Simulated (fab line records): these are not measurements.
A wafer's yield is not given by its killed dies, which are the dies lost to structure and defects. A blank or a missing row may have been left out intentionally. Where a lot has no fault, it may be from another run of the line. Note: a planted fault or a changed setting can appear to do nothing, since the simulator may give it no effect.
The same fault as seen by 2 desks / flow n5Finfet / each desk holds nothing but its own numbers, with what lay behind them at the end

## TOOL OWNER'S DESK, rieDiel-02
The tool's own readings at N5_BEOL_M8_TRENCH_ETCH_37 (etches SiCOH lowk in C4F6/O2, target depth 93.478 nm, time 31.2 s): means of the sampled wafers that have a number, for each lot that ran on this tool. Any lot whose mean is over 4 standard deviations away from the usual mean is out of limits and marked OUT; that distance is given in the brackets.
Columns: A = C4F6_flow_sccm at N5_BEOL_M8_TRENCH_ETCH_37, usual 10.000 sccm; B = drypumpMotorCurrentA at N5_BEOL_M8_TRENCH_ETCH_37, usual 5.7 A; C = oesProductAu at N5_BEOL_M8_TRENCH_ETCH_37, usual 0.84 a.u.; D = rfVppV at N5_BEOL_M8_TRENCH_ETCH_37, usual 661 V; E = showerheadPlenumPTorr at N5_BEOL_M8_TRENCH_ETCH_37, usual 2.87 Torr; F = throttleValvePct at N5_BEOL_M8_TRENCH_ETCH_37, usual 20.82 %
lot=L466; first seen here=day 9 20:37; A=10.023; B=5.8; C=0.75; D=661; E=2.81; F=20.85
lot=L469; first seen here=day 11 01:51; A=10.014; B=5.5; C=0.82; D=661; E=2.91; F=20.87
lot=L473; first seen here=day 12 02:25; A=10.043; B=5.4; C=0.99; D=668; E=3.02; F=20.89
lot=L475; first seen here=day 12 11:40; A=10.027; B=5.5; C=0.89; D=662; E=2.90; F=20.92
lot=L484; first seen here=day 15 04:35; A=10.008; B=5.8; C=0.90; D=668; E=3.02; F=20.67
lot=L486; first seen here=day 15 22:11; A=10.025; B=5.8; C=0.89; D=668; E=3.01; F=20.67
lot=L487; first seen here=day 16 16:26; A=9.981; B=5.4; C=0.84; D=670; E=3.01; F=20.87
This desk found nothing out of limits on any of the 7 lots.

## METROLOGY DESK
Lot by lot, what the gauges showed, no matter which tool ran the lot: averages of those sampled wafers that carry a number. Any lot whose mean is over 4 standard deviations away from the usual mean is out of limits and marked OUT; that distance is given in the brackets.
Columns: A = trenchDepthNm at N5_BEOL_M8_OCD_MEAS_38, usual 92.9 nm; B = M8_THK at N5_BEOL_M8_THK_MEAS_53, usual 79.6 nm; C = M8_RS at N5_BEOL_M8_RS_MEAS_57, usual 0.288 ohm/sq
lot=L466; first seen here=day 9 20:47; A=91.3; B=79.5; C=0.291
lot=L467; first seen here=day 10 01:12; A=93.8; B=81.7; C=0.279
lot=L469; first seen here=day 11 02:01; A=91.0; B=77.3; C=0.296
lot=L473; first seen here=day 12 02:34; A=110.2 (+9.6) OUT; B=98.5 (+9.5) OUT; C=0.234 (-6.1) OUT
lot=L475; first seen here=day 12 11:50; A=103.8 (+6.1) OUT; B=91.0 (+5.7) OUT; C=0.257
lot=L482; first seen here=day 14 07:48; A=92.6; B=79.7; C=0.289
lot=L484; first seen here=day 15 04:45; A=93.1; B=79.4; C=0.289
lot=L486; first seen here=day 15 22:20; A=93.9; B=79.9; C=0.286
lot=L487; first seen here=day 16 16:35; A=92.2; B=78.9; C=0.290
Finding of this desk: L473, L475 out of limits; the first was L473 at day 12 02:34, on trenchDepthNm at N5_BEOL_M8_OCD_MEAS_38. L466, L467, L469, L482, L484, L486, L487 stayed within limits.

## BROUGHT TOGETHER
An alarm was possible from the metrology desk at day 12 02:34, on L473, L475.
The desk of the tool owner found nothing out of limits.
On record at the tool owner's desk: L473, L475, within its limits.
On rieDiel-02, each named lot ran N5_BEOL_M8_TRENCH_ETCH_37.

## WHAT WAS PUT IN BY THE SIMULATOR
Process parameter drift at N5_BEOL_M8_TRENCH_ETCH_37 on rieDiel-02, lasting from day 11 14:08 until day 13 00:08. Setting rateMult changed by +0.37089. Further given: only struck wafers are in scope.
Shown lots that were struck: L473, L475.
Per desk, hours elapsed from the start of the fault to the first reading out of limits: for the metrology desk, 12.
